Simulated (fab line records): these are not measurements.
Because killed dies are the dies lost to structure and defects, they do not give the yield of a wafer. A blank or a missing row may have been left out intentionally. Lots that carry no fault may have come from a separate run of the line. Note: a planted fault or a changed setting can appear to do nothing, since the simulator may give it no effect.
fab line records -- flow nandHarc
record lots=7, wafers=21, lastDay=33
route steps=1302 shown A_CHANNEL_HOLE_D1@471 END@1302
lots with no fault: from the same line, run without faults
startH: the number of hours between the record's first day and the start of the first shown wafer of the lot -- waitH: time in hours since the lot's previous step -- " as in the row above -- L1.1+2: several wafers, shown together as one row -- - either no value or no given start -- * or withheld: withheld -- < > ~ a bound
route shown NAME@n: a module of which the file shows steps, and the number in the route of the first -- usual: mean/standard deviation of fault-free wafers -- same: alike in all rows -- chamber/n: place in a boat -- sites: each site's reading -- _std_site: how widely they spread, as a standard deviation -- _edge_site: outer sites' mean less inner sites' -- radiusMm: for every site, how far away it sits from the centre of the wafer -- mask NAME#n: copy n -- behind: the last tool/chamber to shape the wafer -- hold: why the lot was held/for how many hours/how that ended -- device: transistor that didn't switch, given as n, p or np -- end of line: the tests these same wafers got at the end of their route -- where a step has no rows: the recipe by itself -- killed: at the first sort, the dies lost to defects and structure; wafer yield is something else -- map: a wafer's dies, x killed, . not, _ none there
set.NAME: setting as actually run; set.NAME@STEP: the setting as run at that earlier step -- model.NAME: the simulator's own value behind a step, which no gauge read
lots seen at some steps along the route; tables by step, rows by wafer
services: from which hour (startH, from the record's first day; less than 0 if before it) a tool's chamber was out of use, for how many hours, and why
## steps
# step NHARC_A_CHANNEL_HOLE_D1_ETCH_19
# recipe biasV=1200, sourceW=2500, pressureMtorr=15, timeS=34.5, arFlowSccm=375, c4f8FlowSccm=28.8, o2FlowSccm=96.2, tempC=-20, targetDepthA=*, chemistry=C4F8/O2/Ar
# usual drypumpMotorCurrentA=5.5/0.41, showerheadPlenumPTorr=3.68/0.12, throttleValvePct=37.038/0.0094
lot.wafer,tool,chamber,startH,waitH,drypumpMotorCurrentA,rfHoursCounterH,showerheadPlenumPTorr,throttleValvePct
L784.1,harEtch-01,1,216.98,0.1,6.1,107,3.77,37.041
L784.2,harEtch-01,0,216.98,0.1,5.2,107,3.55,37.028
L784.3,harEtch-01,0,216.98,0.1,5.2,-,3.55,37.026
L790.4,harEtch-02,1,277.72,0.8,5.8,-,3.60,37.036
L790.3,harEtch-02,0,277.72,0.8,5.1,-,3.78,37.040
L790.5,harEtch-02,0,277.72,0.8,5.1,-,3.78,37.019
L793.1,harEtch-02,0,307.31,0.8,5.1,366,3.77,37.044
L793.3,harEtch-02,0,307.31,0.8,5.1,-,3.77,37.042
L793.5,harEtch-02,0,307.31,0.8,5.1,-,3.77,37.045
L794.2,harEtch-02,1,311.50,2.7,5.8,370,3.59,37.056
L794.3,harEtch-02,1,311.50,2.7,5.8,-,3.59,37.052
L794.4,harEtch-02,0,311.50,2.7,5.0,-,3.77,37.039
L800.1,harEtch-01,0,373.98,4.1,5.2,194,3.50,37.028
L800.3,harEtch-01,1,373.98,4.1,6.1,-,3.72,37.026
L800.6,harEtch-01,1,373.98,4.1,6.1,-,3.72,37.025
L803.3,harEtch-02,1,410.37,1.9,5.8,-,3.98,37.034
L803.4,harEtch-02,0,410.37,1.9,5.1,-,3.74,37.034
L803.6,harEtch-02,1,410.37,1.9,5.8,-,3.98,37.043
L804.1,harEtch-02,1,421.29,0.1,5.8,11,3.98,37.033
L804.2,harEtch-02,0,421.29,0.1,5.1,11,3.74,37.042
L804.6,harEtch-02,1,421.29,0.1,5.8,-,3.98,37.036
# step NHARC_A_CHANNEL_HOLE_D1_ETCH_20
# recipe biasV=3000, sourceW=withheld, pressureMtorr=20, timeS=361.9, arFlowSccm=375, c4f8FlowSccm=89.3, o2FlowSccm=35.7, tempC=-20, targetDepthA=16000, chemistry=C4F8/O2/Ar
# usual drypumpMotorCurrentA=5.5/0.41, showerheadPlenumPTorr=3.64/0.11, throttleValvePct=32.154/0.0098
lot.wafer,tool,chamber,startH,waitH,drypumpMotorCurrentA,rfHoursCounterH,showerheadPlenumPTorr,throttleValvePct
L784.1,harEtch-01,1,217.10,0.1,6.1,107,3.72,32.161
L784.2,harEtch-01,0,217.10,0.1,5.2,107,3.52,32.156
L784.3,harEtch-01,0,217.10,0.1,5.2,-,3.52,32.144
L790.4,harEtch-02,1,277.89,0.2,5.8,-,3.56,32.159
L790.3,harEtch-02,0,277.89,0.2,5.1,-,3.74,32.159
L790.5,harEtch-02,0,277.89,0.2,5.1,-,3.74,32.149
L793.1,harEtch-02,0,307.45,0.1,5.1,366,3.73,32.158
L793.3,harEtch-02,0,307.45,0.1,5.0,-,3.73,32.159
L793.5,harEtch-02,0,307.45,0.1,5.1,-,3.73,32.157
L794.2,harEtch-02,1,311.61,0.1,5.8,370,3.55,32.144
L794.3,harEtch-02,1,311.61,0.1,5.8,-,3.55,32.151
L794.4,harEtch-02,0,311.61,0.1,5.1,-,3.73,32.159
L800.1,harEtch-01,0,374.13,0.1,5.2,194,3.47,32.157
L800.3,harEtch-01,1,374.13,0.1,6.1,-,3.67,32.175
L800.6,harEtch-01,1,374.13,0.1,6.1,-,3.67,32.148
L803.3,harEtch-02,1,410.55,0.2,5.8,-,3.93,32.163
L803.4,harEtch-02,0,410.55,0.2,5.1,-,3.70,32.159
L803.6,harEtch-02,1,410.55,0.2,5.7,-,3.93,32.169
L804.1,harEtch-02,1,421.40,0.1,5.8,12,3.93,32.145
L804.2,harEtch-02,0,421.40,0.1,5.1,12,3.70,32.155
L804.6,harEtch-02,1,421.40,0.1,5.8,-,3.93,32.148
# step NHARC_A_CHANNEL_HOLE_D1_ETCH_21
# recipe biasV=3000, sourceW=withheld, pressureMtorr=20, timeS=514.3, arFlowSccm=375, c4f8FlowSccm=89.3, o2FlowSccm=35.7, tempC=-20, targetDepthA=16000, chemistry=C4F8/O2/Ar
# step NHARC_A_CHANNEL_HOLE_D1_ETCH_22
# recipe biasV=3000, sourceW=withheld, pressureMtorr=20, timeS=666.7, arFlowSccm=375, c4f8FlowSccm=89.3, o2FlowSccm=35.7, tempC=-20, targetDepthA=16000, chemistry=C4F8/O2/Ar
# step NHARC_A_CHANNEL_HOLE_D1_ETCH_23
# recipe biasV=5000, sourceW=withheld, pressureMtorr=20, timeS=819, arFlowSccm=375, c4f8FlowSccm=89.3, o2FlowSccm=35.7, tempC=-20, targetDepthA=16000, chemistry=C4F8/O2/Ar
# step NHARC_A_CHANNEL_HOLE_D1_ETCH_24
# recipe biasV=5000, sourceW=withheld, pressureMtorr=20, timeS=906.2, arFlowSccm=375, c4f8FlowSccm=93.8, o2FlowSccm=31.2, tempC=-20, targetDepthA=15000, chemistry=C4F8/O2/Ar
# step NHARC_A_CHANNEL_HOLE_D1_ETCH_25
# recipe biasV=5000, sourceW=withheld, pressureMtorr=20, timeS=1040.2, arFlowSccm=375, c4f8FlowSccm=93.8, o2FlowSccm=31.2, tempC=-20, targetDepthA=15000, chemistry=C4F8/O2/Ar
# step NHARC_A_CHANNEL_HOLE_D1_ETCH_26
# recipe biasV=300, sourceW=2000, pressureMtorr=30, timeS=224.1, arFlowSccm=375, c4f8FlowSccm=11.4, o2FlowSccm=113.6, tempC=-20, targetDepthA=3000, chemistry=C4F8/O2/Ar
# usual drypumpMotorCurrentA=5.5/0.41, showerheadPlenumPTorr=3.68/0.12, throttleValvePct=24.584/0.0099
lot.wafer,tool,chamber,startH,waitH,drypumpMotorCurrentA,rfHoursCounterH,showerheadPlenumPTorr,throttleValvePct
L784.1,harEtch-01,1,220.78,0.7,6.1,110,3.77,24.590
L784.2,harEtch-01,0,220.78,0.7,5.2,110,3.55,24.605
L784.3,harEtch-01,0,220.78,0.7,5.2,-,3.55,24.578
L790.4,harEtch-02,1,281.53,0.5,5.7,-,3.60,24.575
L790.3,harEtch-02,0,281.53,0.5,5.1,-,3.78,24.579
L790.5,harEtch-02,0,281.53,0.5,5.1,-,3.78,24.597
L793.1,harEtch-02,0,311.14,0.6,5.1,370,3.77,24.594
L793.3,harEtch-02,0,311.14,0.6,5.1,-,3.77,24.584
L793.5,harEtch-02,0,311.14,0.6,5.1,-,3.77,24.603
L794.2,harEtch-02,1,315.26,0.7,5.8,374,3.59,24.585
L794.3,harEtch-02,1,315.26,0.7,5.8,-,3.59,24.581
L794.4,harEtch-02,0,315.26,0.7,5.0,-,3.77,24.572
L800.1,harEtch-01,0,377.76,0.6,5.2,198,3.50,24.582
L800.3,harEtch-01,1,377.76,0.6,6.1,-,3.72,24.592
L800.6,harEtch-01,1,377.76,0.6,6.1,-,3.72,24.580
L803.3,harEtch-02,1,414.18,0.5,5.8,-,3.99,24.588
L803.4,harEtch-02,0,414.18,0.5,5.0,-,3.74,24.577
L803.6,harEtch-02,1,414.18,0.5,5.7,-,3.99,24.587
L804.1,harEtch-02,1,425.05,0.7,5.8,15,3.98,24.583
L804.2,harEtch-02,0,425.05,0.7,5.1,15,3.74,24.575
L804.6,harEtch-02,1,425.05,0.7,5.8,-,3.98,24.581
# step NHARC_A_CHANNEL_HOLE_D1_ETCH_33
# recipe biasV=400, sourceW=2000, pressureMtorr=25, timeS=90, arFlowSccm=375, c4f8FlowSccm=41.7, o2FlowSccm=83.3, tempC=-20, targetDepthA=4000, chemistry=C4F8/O2/Ar
# usual drypumpMotorCurrentA=5.5/0.41, showerheadPlenumPTorr=3.67/0.12, throttleValvePct=27.620/0.0097
lot.wafer,tool,chamber,startH,waitH,drypumpMotorCurrentA,rfHoursCounterH,showerheadPlenumPTorr,throttleValvePct
L784.1,harEtch-01,1,220.97,0.2,6.1,111,3.76,27.620
L784.2,harEtch-01,0,220.97,0.2,5.2,111,3.55,27.633
L784.3,harEtch-01,0,220.97,0.2,5.2,-,3.55,27.616
L790.4,harEtch-02,1,281.72,0.2,5.8,-,3.60,27.602
L790.3,harEtch-02,0,281.72,0.2,5.1,-,3.78,27.604
L790.5,harEtch-02,0,281.72,0.2,5.1,-,3.78,27.633
L793.1,harEtch-02,0,311.34,0.2,5.1,370,3.77,27.623
L793.3,harEtch-02,0,311.34,0.2,5.1,-,3.77,27.629
L793.5,harEtch-02,0,311.34,0.2,5.1,-,3.77,27.621
L794.2,harEtch-02,1,315.46,0.2,5.8,374,3.58,27.626
L794.3,harEtch-02,1,315.46,0.2,5.8,-,3.58,27.619
L794.4,harEtch-02,0,315.46,0.2,5.1,-,3.76,27.616
L800.1,harEtch-01,0,377.96,0.2,5.2,198,3.50,27.628
L800.3,harEtch-01,1,377.96,0.2,6.1,-,3.71,27.602
L800.6,harEtch-01,1,377.96,0.2,6.2,-,3.71,27.629
L803.3,harEtch-02,1,414.38,0.2,5.8,-,3.98,27.612
L803.4,harEtch-02,0,414.38,0.2,5.1,-,3.74,27.629
L803.6,harEtch-02,1,414.38,0.2,5.8,-,3.98,27.615
L804.1,harEtch-02,1,425.25,0.2,5.7,15,3.97,27.624
L804.2,harEtch-02,0,425.25,0.2,5.1,15,3.73,27.624
L804.6,harEtch-02,1,425.25,0.2,5.7,-,3.97,27.618
# step NHARC_A_CHANNEL_HOLE_D1_STRIP_41
# recipe n2FlowSccm=150, h2FlowSccm=150, arFlowSccm=0, biasW=0, chemistry=N2/H2
# step NHARC_A_CHANNEL_HOLE_D1_STRIP_42
# recipe cf4FlowSccm=100, chf3FlowSccm=30, arFlowSccm=0, biasW=0, chemistry=CF4/CHF3
# step NHARC_A_CHANNEL_HOLE_D1_STRIP_43
# recipe o2FlowSccm=400, cosFlowSccm=20, arFlowSccm=0, biasW=0, chemistry=O2/COS
# step NHARC_A_CHANNEL_HOLE_D1_ETCH_44
# recipe targetDepthA=1400, overetchA=140, timeS=77, ionEnergyEv=100, cf4FlowSccm=80, o2FlowSccm=20, arFlowSccm=0, rfW=300, biasW=100, chemistry=CF4/O2
# usual cf4FlowSccm=80.02/0.24, drypumpMotorCurrentA=5.6/0.34, oes_f_703_au=1.001/0.0041, oes_o_777_au=1.001/0.0044, oesProductAu=1.006/0.016, rfVppV=197.8/1.2, showerheadPlenumPTorr=1.33/0.05, throttleValvePct=13.397/0.0088
lot.wafer,tool,chamber,startH,waitH,cf4FlowSccm,drypumpMotorCurrentA,oes_f_703_au,oes_o_777_au,oesProductAu,rfHoursCounterH,rfVppV,showerheadPlenumPTorr,throttleValvePct
L784.1,rieDiel-04,3,221.72,0.0,79.76,5.8,0.987,1.005,1.028,3,196.2,1.27,13.405
L784.2,rieDiel-04,0,221.72,0.0,79.78,5.5,1.002,1.001,1.022,3,197.0,1.34,13.388
L784.3,rieDiel-04,1,221.72,0.0,80.16,5.4,1.007,1.005,1.026,3,198.4,1.37,13.376
L790.3,rieDiel-04,1,282.44,0.1,96.24,5.4,0.941,0.815,1.022,8,199.7,1.52,14.336
L790.4,rieDiel-04,1,282.44,0.1,96.47,5.4,0.941,0.816,1.026,-,199.0,1.52,14.363
L790.5,rieDiel-04,2,282.44,0.1,96.18,5.1,0.943,0.815,0.984,-,199.5,1.51,14.367
L793.3,rieDiel-04,0,312.06,0.0,95.90,5.5,0.942,0.820,1.004,10,196.5,1.48,14.349
L793.1,rieDiel-04,2,312.06,0.0,95.92,5.1,0.939,0.816,0.977,11,197.7,1.51,14.370
L793.5,rieDiel-04,0,312.06,0.0,96.15,5.5,0.940,0.813,0.997,-,198.2,1.48,14.346
L794.4,rieDiel-04,1,316.21,0.1,95.63,5.4,0.941,0.815,1.026,11,198.7,1.52,14.360
L794.3,rieDiel-04,2,316.21,0.1,95.98,5.0,0.940,0.819,0.976,11,199.0,1.51,14.360
L794.2,rieDiel-04,0,316.21,0.1,95.47,5.5,0.938,0.812,1.016,10,199.3,1.48,14.354
L800.1,rieDiel-04,1,378.69,0.1,79.98,5.4,0.999,1.000,1.002,1,198.1,1.37,13.406
L800.3,rieDiel-04,2,378.69,0.1,80.22,5.1,0.994,0.999,0.976,2,198.1,1.36,13.402
L800.6,rieDiel-04,1,378.69,0.1,79.72,5.4,1.000,0.998,0.998,-,198.0,1.37,13.406
L803.3,rieDiel-04,3,415.10,0.1,79.83,5.8,1.007,0.997,1.000,3,195.5,1.27,13.399
L803.4,rieDiel-04,0,415.10,0.1,80.16,5.5,1.004,1.005,0.990,3,198.0,1.34,13.401
L803.6,rieDiel-04,3,415.10,0.1,80.13,5.8,0.999,1.003,1.010,-,196.3,1.27,13.385
L804.2,rieDiel-04,1,426.01,0.1,80.19,5.4,1.000,0.997,1.002,5,198.1,1.37,13.409
L804.1,rieDiel-04,2,426.01,0.1,79.83,5.1,0.999,1.003,0.984,4,199.1,1.36,13.398
L804.6,rieDiel-04,3,426.01,0.1,80.08,5.8,1.005,0.999,1.006,-,195.1,1.27,13.394
# step NHARC_A_CHANNEL_HOLE_D1_STRIP_27
# recipe o2FlowSccm=500, arFlowSccm=0, biasW=0, chemistry=O2
# usual drypumpMotorCurrentA=5.6/0.34, oesProductAu=1.004/0.016, rfVppV=57.7/0.86, showerheadPlenumPTorr=3.52/0.13, throttleValvePct=17.036/0.0091
lot.wafer,tool,chamber,startH,waitH,drypumpMotorCurrentA,oesProductAu,rfHoursCounterH,rfVppV,showerheadPlenumPTorr,throttleValvePct
L784.2,rieDiel-04,1,-,-,5.4,1.006,3,57.4,3.63,17.041
L784.1,rieDiel-04,2,-,-,5.1,0.973,4,57.8,3.60,17.025
L784.3,rieDiel-04,3,-,-,5.8,1.025,3,56.5,3.37,17.030
L790.3,rieDiel-04,2,-,-,5.1,0.979,8,56.7,3.60,17.023
L790.5,rieDiel-04,2,-,-,5.1,0.979,-,57.1,3.60,17.031
L790.4,rieDiel-04,1,-,-,5.4,1.028,-,57.8,3.62,17.033
L793.1,rieDiel-04,2,-,-,5.1,0.981,11,58.4,3.60,17.047
L793.3,rieDiel-04,3,-,-,5.8,1.020,11,56.3,3.36,17.024
L793.5,rieDiel-04,3,-,-,5.8,1.023,-,56.8,3.36,17.044
L794.3,rieDiel-04,2,-,-,5.1,0.989,12,56.7,3.60,17.038
L794.2,rieDiel-04,0,-,-,5.5,1.003,10,58.9,3.54,17.055
L794.4,rieDiel-04,1,-,-,5.4,1.027,11,58.2,3.62,17.029
L800.1,rieDiel-04,1,-,-,5.4,0.994,2,58.6,3.62,17.033
L800.3,rieDiel-04,3,-,-,5.8,1.011,2,57.1,3.36,17.043
L800.6,rieDiel-04,0,-,-,5.5,0.989,-,57.7,3.53,17.039
L803.3,rieDiel-04,3,-,-,5.8,1.003,4,57.3,3.36,17.035
L803.4,rieDiel-04,2,-,-,5.1,0.980,3,57.9,3.59,17.056
L803.6,rieDiel-04,3,-,-,5.8,1.012,-,56.9,3.36,17.025
L804.1,rieDiel-04,3,-,-,5.8,1.011,5,58.3,3.36,17.027
L804.2,rieDiel-04,0,-,-,5.5,0.999,5,57.6,3.53,17.038
L804.6,rieDiel-04,3,-,-,5.8,1.016,-,57.2,3.36,17.039
# step NHARC_END_SORT_01
# recipe tempC=25
# usual killedAtArray=54/21, killedAtOther=0.9/1.1, killedAtPeriphery=3.5/2.5, killedDies=58/21, killedOpen=3.3/1.9, killedShort=2.6/1.8
# same grossDies=677
lot.wafer,tool,chamber,startH,waitH,killedAtArray,killedAtOther,killedAtPeriphery,killedDies,killedOpen,killedShort
L784.1,prober-01,0,631.31,2.5,31,0,6,37,3,5
L784.2,prober-01,0,632.11,2.8,37,0,6,43,7,1
L784.3,prober-01,0,632.92,3.1,20,1,3,24,4,5
L793.1,prober-02,0,715.95,2.5,70,0,13,83,9,6
L793.3,prober-02,0,717.57,3.1,59,0,7,66,1,3
L793.5,prober-02,0,719.18,3.7,67,0,8,75,2,7
L800.1,prober-01,0,755.67,2.5,37,2,2,41,1,2
L800.3,prober-01,0,757.27,3.1,29,1,2,32,0,3
L800.6,prober-01,0,759.66,4.0,21,0,4,25,1,1
L803.3,prober-02,0,787.64,3.1,18,5,4,27,2,2
L803.4,prober-02,0,788.42,3.3,25,2,2,29,4,2
L803.6,prober-02,0,789.99,3.9,18,0,0,18,0,2
# killed by level:class
L784.1 A_CHANNEL_HOLE_D2:chamberFilmFlake=7 A_CHANNEL_HOLE_D1:chamberFilmFlake=4 A_CONTACT:chamberFilmFlake=4 A_M0:geometricParticle:open=3 P_ZERO_WELL:chamberFilmFlake=2 P_GATE:chamberFilmFlake=2 A_DECK1_JOINT:chamberFilmFlake=2 A_CHANNEL_FILL_D2:chamberFilmFlake=2
L784.2 A_CHANNEL_HOLE_D2:chamberFilmFlake=10 A_WL_FILL:chamberFilmFlake=5 A_CHANNEL_HOLE_D1:chamberFilmFlake=4 A_CONTACT:chamberFilmFlake=4 A_ONON_D2:geometricParticle:open=3 P_STI:chamberFilmFlake=2 A_STAIRCASE:chamberFilmFlake=2 P_M2:chamberFilmFlake=2
L784.3 A_CHANNEL_HOLE_D2:chamberFilmFlake=9 A_CONTACT:chamberFilmFlake=4 A_ONON_D2:geometricParticle:open=2 A_ONON_D2:geometricParticle:short=2 P_M0:geometricParticle:open=1 P_M0:geometricParticle:short=1 A_WL_FILL:geometricParticle:short=1 A_BLC:geometricParticle:short=1
L793.1 A_CHANNEL_HOLE_D1:chamberFilmFlake=34 A_CHANNEL_HOLE_D2:chamberFilmFlake=12 P_GATE:chamberFilmFlake=4 A_WL_FILL:chamberFilmFlake=4 A_M0:geometricParticle:open=3 P_M1:chamberFilmFlake=3 A_ZERO_WELL:chamberFilmFlake=3 A_STAIRCASE:chamberFilmFlake=3
L793.3 A_CHANNEL_HOLE_D1:chamberFilmFlake=27 A_CHANNEL_HOLE_D2:chamberFilmFlake=21 P_GATE:chamberFilmFlake=3 A_SLIT:chamberFilmFlake=3 P_ZERO_WELL:chamberFilmFlake=2 A_STAIRCASE:chamberFilmFlake=2 P_M0:geometricParticle:short=1 A_CHANNEL_FILL_D1:geometricParticle:short=1
L793.5 A_CHANNEL_HOLE_D1:chamberFilmFlake=31 A_CHANNEL_HOLE_D2:chamberFilmFlake=17 A_WL_FILL:geometricParticle:short=3 P_M1:chamberFilmFlake=3 A_STAIRCASE:chamberFilmFlake=3 A_SLIT:chamberFilmFlake=3 P_M0:geometricParticle:short=2 A_ONON_D2:geometricParticle:short=2
L800.1 A_CHANNEL_HOLE_D1:chamberFilmFlake=16 A_SLIT:chamberFilmFlake=9 A_CONTACT:chamberFilmFlake=8 THIN_TSV:chamberFilmFlake=2 A_ONON_D2:geometricParticle:short=1 A_CHANNEL_HOLE_D2:geometricParticle:short=1 A_SGD_CUT:geometricParticle:open=1 P_GATE:chamberFilmFlake=1
L800.3 A_CHANNEL_HOLE_D1:chamberFilmFlake=11 A_SLIT:chamberFilmFlake=6 A_CONTACT:chamberFilmFlake=6 A_STAIRCASE:chamberFilmFlake=2 A_SOURCE_PLATE:geometricParticle:short=1 A_CHANNEL_HOLE_D1:geometricParticle:short=1 A_WL_FILL:geometricParticle:short=1 P_STI:chamberFilmFlake=1
L800.6 A_CHANNEL_HOLE_D1:chamberFilmFlake=9 A_SLIT:chamberFilmFlake=4 A_CONTACT:chamberFilmFlake=4 P_GATE:chamberFilmFlake=2 A_CHANNEL_HOLE_D2:chamberFilmFlake=2 P_M1:geometricParticle:open=1 A_SOURCE_PLATE:geometricParticle:short=1 P_STI:chamberFilmFlake=1
L803.3 A_SLIT:chamberFilmFlake=10 THIN_TSV:chamberFilmFlake=5 P_ZERO_WELL:chamberFilmFlake=2 A_CHANNEL_FILL_D2:chamberFilmFlake=2 P_CONTACT:geometricParticle:open=1 A_CHANNEL_FILL_D1:geometricParticle:short=1 A_CONTACT:geometricParticle:open=1 A_M1:geometricParticle:short=1
L803.4 A_SLIT:chamberFilmFlake=10 A_M0:geometricParticle:open=2 P_STI:chamberFilmFlake=2 A_CHANNEL_HOLE_D1:chamberFilmFlake=2 A_CHANNEL_HOLE_D2:chamberFilmFlake=2 A_CONTACT:chamberFilmFlake=2 THIN_TSV:chamberFilmFlake=2 A_ONON_D2:geometricParticle:short=1
L803.6 A_SLIT:chamberFilmFlake=9 A_CHANNEL_FILL_D2:chamberFilmFlake=3 A_CHANNEL_FILL_D2:geometricParticle:short=2 A_M0:chamberFilmFlake=2 A_STAIRCASE:chamberFilmFlake=1 A_CONTACT:chamberFilmFlake=1
## services
tool,chamber,startH,hours,kind
rieDiel-04,0,211.40,-,clean
rieDiel-04,1,211.40,-,clean
rieDiel-04,2,211.40,-,clean
rieDiel-04,3,211.40,-,clean
rieDiel-04,0,235.90,-,clean
rieDiel-04,1,235.90,-,clean
rieDiel-04,2,235.90,-,clean
rieDiel-04,3,235.90,-,clean
rieDiel-04,0,260.40,-,clean
rieDiel-04,1,260.40,-,clean
rieDiel-04,2,260.40,-,clean
rieDiel-04,3,260.40,-,clean
rieDiel-04,0,282.03,9.4,repair
rieDiel-04,-,299.06,0.3,repair
rieDiel-04,-,354.90,9.0,pm
harEtch-02,-,379.67,17.0,pm
harEtch-02,0,379.67,17.0,ventCycle
harEtch-02,1,379.67,17.0,ventCycle
harEtch-02,0,396.67,-,clean
harEtch-02,0,396.67,-,consumableReplace:focusRing
harEtch-02,1,396.67,-,clean
harEtch-02,1,396.67,-,consumableReplace:focusRing
harEtch-02,1,396.67,-,consumableReplace:showerhead
rieDiel-04,2,399.18,15.8,repair
## key
firstSign step=NHARC_A_CHANNEL_HOLE_D1_ETCH_44, reading=throttleValvePct, direction=up, sigmas=99+, usual=13.397, struck=14.356
effect step=NHARC_A_CHANNEL_HOLE_D1_ETCH_44, reading=cf4FlowSccm, direction=up, sigmas=66, usual=80.02, struck=96.00
metAt NHARC_A_CHANNEL_HOLE_D1_ETCH_44
struckWafers L790.3,L790.4,L790.5,L793.1,L793.3,L793.5,L794.2,L794.3,L794.4
testerLeftOut L790,L793,L794
onsetBetween 221.72 282.44
fault kind=processParameterDrift, tool=rieDiel-04, chamber=-, onsetH=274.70, steps=NHARC_A_CHANNEL_HOLE_D1_ETCH_44, channel=cf4FlowSccm, offset=16, shape=step, endH=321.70, actsIn=theseRecipesOnly, stated=80
# testerLeftOut: of these lots the tester's yield and bins aren't shown, on N5 and GAA mostly nor the transistor test; their killed dies are dies lost to structure and defects alone, not to doping, threshold or leakage, so they don't give the yield
